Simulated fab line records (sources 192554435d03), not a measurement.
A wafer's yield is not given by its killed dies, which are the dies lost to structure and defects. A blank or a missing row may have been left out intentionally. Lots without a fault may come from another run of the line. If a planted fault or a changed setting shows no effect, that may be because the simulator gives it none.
Which tool did it? + flow n5-finfet + 36 wafers from 12 lots sampled at 3 of the route's 1938 steps

== WHAT THE GAUGES SHOWED, per wafer ==
N5_BEOL_M1_RS_MEAS_58: measures by four-point-probe.
| lot  | measured     | on            | M1_RS (ohm/sq)    |
|------|--------------|---------------|-------------------|
| L075 | day 6 23:31  | film-metro-02 | 0.692 0.633 0.667 |
| L077 | day 7 08:53  | film-metro-01 | 0.672 0.668 0.633 |
| L079 | day 8 18:15  | film-metro-02 | 0.627 0.669 0.663 |
| L081 | day 8 20:22  | film-metro-01 | 0.632 0.640 0.639 |
| L083 | day 10 14:41 | film-metro-01 | 0.688 0.640 0.635 |
| L085 | day 11 02:50 | film-metro-02 | 0.684 0.711 0.676 |
| L088 | day 11 08:31 | film-metro-01 | 0.661 0.628 0.654 |
| L089 | day 12 15:55 | film-metro-01 | 0.658 0.644 0.627 |
| L090 | day 12 19:44 | film-metro-02 | 0.680 0.632 0.654 |
| L093 | day 12 23:00 | film-metro-02 | 0.659 0.683 0.639 |
| L095 | day 14 02:52 | film-metro-01 | 0.729 0.698 0.670 |
| L097 | day 14 04:38 | film-metro-01 | 0.623 0.647 0.637 |

== EACH LOT AND THE TOOL THAT RAN IT (in order: tool; ch and the chambers of the sampled wafers; start) ==
| lot  | N5_BEOL_M1_SPUTTER_86        | N5_BEOL_M1_CO_CAP_55             |
|------|------------------------------|----------------------------------|
| L075 | pvd-sputter-02, day 6 21:20  | cvd-co-01 ch 0,1,2, day 6 23:17  |
| L077 | pvd-sputter-01, day 7 06:43  | cvd-co-01 ch 0,1, day 7 08:41    |
| L079 | pvd-sputter-03, day 8 16:06  | cvd-co-01 ch 0,2, day 8 18:04    |
| L081 | pvd-sputter-01, day 8 18:13  | cvd-co-02 ch 0,1, day 8 20:11    |
| L083 | pvd-sputter-02, day 10 12:29 | cvd-co-02 ch 0,1,2, day 10 14:31 |
| L085 | pvd-sputter-03, day 11 00:40 | cvd-co-02 ch 0,2, day 11 02:39   |
| L088 | pvd-sputter-02, day 11 06:16 | cvd-co-02 ch 0,2, day 11 08:19   |
| L089 | pvd-sputter-03, day 12 13:29 | cvd-co-02 ch 0,1,2, day 12 15:43 |
| L090 | pvd-sputter-01, day 12 17:23 | cvd-co-02 ch 0,2, day 12 19:34   |
| L093 | pvd-sputter-03, day 12 20:51 | cvd-co-02 ch 0,1,2, day 12 22:49 |
| L095 | pvd-sputter-02, day 14 00:21 | cvd-co-02 ch 0,1,2, day 14 02:40 |
| L097 | pvd-sputter-01, day 14 02:29 | cvd-co-02 ch 0,1,2, day 14 04:29 |
- N5_BEOL_M1_SPUTTER_86: material Cu, target thk 4.5 nm, time 8.29 s.
- N5_BEOL_M1_CO_CAP_55: material Co, precursor CCTBA/H2, target thk 2 nm, time 102.1 s.

== THE ANSWER, worked out from the rows above alone ==
Rule: what is usual is taken from the lots themselves. Put in order of their means at a reading, lots are off if they are a third of the lots or fewer, leave a main group of 4 or more, and stand apart from it by a gap of 3 or more times the standard deviation of the main group's means; of several such gaps the widest counts. A main group whose means are all the same, to the digits that the tables above print for the reading, isn't used. A lot without any number at a reading at which 4 lots or more have one is off too. All remaining lots with rows at the step are treated as sound.
No lot is off at any reading shown: from this, nothing can be told.

== WHAT HAD BEEN PUT IN BY THE SIMULATOR ==
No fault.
